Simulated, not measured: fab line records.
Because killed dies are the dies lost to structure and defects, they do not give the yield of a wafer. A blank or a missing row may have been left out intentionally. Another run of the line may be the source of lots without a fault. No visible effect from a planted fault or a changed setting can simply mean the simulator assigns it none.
A struck lot beside a sound one + flow n5Finfet + 37 out of 1938 route steps
Sound: the wafers L116.3, L116.4, L116.5. Struck: wafer L108.2. (L108.1, L108.3 of the same lot were not struck and are left out.) The cause comes at the end.
For every step that has rows: the tool of each side, followed by ch and its chambers, followed by its first start. Under that, the readings that differ: sound wafers + struck wafers + difference of the means + sigmas: that difference in standard deviations of wafers without a fault.
alike: words and numbers the same on both sides, and readings whose means are apart by under 2 such deviations; not compared: readings that were withheld, readings missing a value for some wafer, numbers with overlapping values and no deviation given by the record, and bounds like >300 which may hide the same value.
The two part at a step that has a row with sigmas, a row that says differs or no value, or rows on one side only. Non-overlapping numbers with no deviation appear without sigmas and do not part them. Lack of a reading on every wafer of one side parts them only where that side has two or more wafers.

first, 9 steps without rows for these wafers: N5_BEOL_M4_ANNEAL_95 (time 240 s); N5_BEOL_M4_SPUTTER_96 (material Cu, target thk 4.5 nm, time 8.29 s); N5_BEOL_M4_ECD_50 (material Cu, target thk 300 nm); N5_BEOL_M4_ANNEAL_51 (time 90 s); N5_BEOL_M4_CMP_52 (polishes, stops on SiOC, t overpolish 6.8 s, target thk 40 nm); N5_BEOL_M4_PRE_CLEAN_60 (time 15 s); N5_BEOL_M4_CO_CAP_55 (material Co, precursor CCTBA/H2, target thk 2 nm, time 102.1 s); N5_BEOL_M4_PRE_CLEAN_56 (time 15 s); N5_BEOL_M4_DEP_57 (deposits SiCN from 3MS/NH3, target thk 8 nm, time 14 s).
N5_BEOL_M4_RC_MEAS_101:
  sound on prober-01 ch 0, day 13 07:12; struck on prober-02 ch 0, day 10 05:59
| reading       | sound       | struck | difference | sigmas |
|---------------|-------------|--------|------------|--------|
| ION_N (uA/um) | 705 671 669 | 650    | -32        | -2     |
| ION_P (uA/um) | 475 467 463 | 451    | -17        | -2     |
  alike: DIBL_N, DIBL_P, IOFF_N, IOFF_P, SS_N, SS_P, VT_N, VT_P
then, 24 steps without rows for these wafers: N5_BEOL_M5_ILD_DEP_00 (deposits SiCOH lowk from DEMS/porogen, target thk 140.64 nm, time 25.9 s); N5_BEOL_M5_CURE_79 (cures SiCOH lowk, time 240 s); N5_BEOL_M5_PECVD_70 (deposits SiO2 from TEOS/O2, target thk 16 nm, time 18 s); N5_BEOL_M5_HM_DEP_02 (deposits TiN, target thk 20 nm); N5_BEOL_M5_COAT_59 (time 60 s, resist thk 60 nm); N5_BEOL_M5_COAT_60 (time 60 s, resist thk 12 nm); N5_BEOL_M5_COAT_71 (time 60 s, resist thk 5 nm); N5_BEOL_M5_COAT_05 (resist thk 30 nm); N5_BEOL_M5_EBR_07; N5_BEOL_M5_SOFTBAKE_06 (time 60 s); N5_BEOL_M5_EXPOSE_08 (exposes mask M5, target cd 28 nm); N5_BEOL_M5_PEB_09 (peb time 60 s); N5_BEOL_M5_DEVELOP_10 (develop time 30 s); N5_BEOL_M5_DESCUM_16 (chemistry O2, time 7 s); N5_BEOL_M5_ETCH_72 (etches underlayer in N2/H2, target depth 6.5 nm, time 5.2 s); N5_BEOL_M5_ETCH_61 (etches SiARC in CF4, target depth 15.6 nm, time 26 s); N5_BEOL_M5_ETCH_62 (etches SOC in N2/H2, target depth 75 nm, overetch 15 nm, time 112.5 s); N5_BEOL_M5_STRIP_63 (strips in N2/H2); N5_BEOL_M5_STRIP_73 (strips in N2/H2); N5_BEOL_M5_STRIP_64 (strips in CF4); N5_BEOL_M5_HM_OPEN_17 (chemistry Cl2/BCl3, target TiN, target depth 20 nm, overetch 6 nm); N5_BEOL_M5_STRIP_19 (strips in O2); N5_BEOL_M5_COAT_65 (time 60 s, resist thk 60 nm); N5_BEOL_M5_COAT_66 (time 60 s, resist thk 12 nm).
-- a jump in the record: the struck wafers' starts before and after are 4 days apart (it breaks off in module BEOL_M5 and resumes in module PASSIVATION, where the first step shown is number 1916 of the route) --
N5_PASSIVATION_PECVD_35: deposits SiNx from SiH4/NH3/N2, target thk 700 nm, time 151.3 s.
  sound on pecvd-04 ch 0,2, day 17 14:53; struck on pecvd-02 ch 0, day 14 09:16
| reading                                       | sound             | struck | difference | sigmas |
|-----------------------------------------------|-------------------|--------|------------|--------|
| runLengthS (s)                                | 194.6 195.6 195.9 | 241.7  | +46.3      | +93    |
| model.SiNx_of_PASSIVATION_PECVD_35.thkNm (nm) | 715.4 710.4 716.6 | 912.2  | +198.1     |        |
  alike: heaterPowerW, rfFwdPowerW, showerheadPlenumPTorr, showerheadVppV, throttleValvePct
N5_PASSIVATION_STRIP_52: strips in post etch residue remover, time 1200 s.
  sound on wetBench-04 ch 1,4,6, day 17 16:01; struck on wetBench-06 ch 7, day 14 10:24
| reading                                       | sound           | struck | difference | sigmas |
|-----------------------------------------------|-----------------|--------|------------|--------|
| model.SiNx_of_PASSIVATION_PECVD_35.thkNm (nm) | 715 710.2 716.4 | 911.8  | +197.9     |        |
N5_PASSIVATION_PROBE_49:
  only the struck wafers here have rows in the record (prober-02, day 14 12:52); the sound ones have none

== WHERE THEY PART ==
Last at N5_PASSIVATION_PROBE_49 as far as this record goes, first at N5_BEOL_M4_RC_MEAS_101.

WHY: whatever the simulator had introduced
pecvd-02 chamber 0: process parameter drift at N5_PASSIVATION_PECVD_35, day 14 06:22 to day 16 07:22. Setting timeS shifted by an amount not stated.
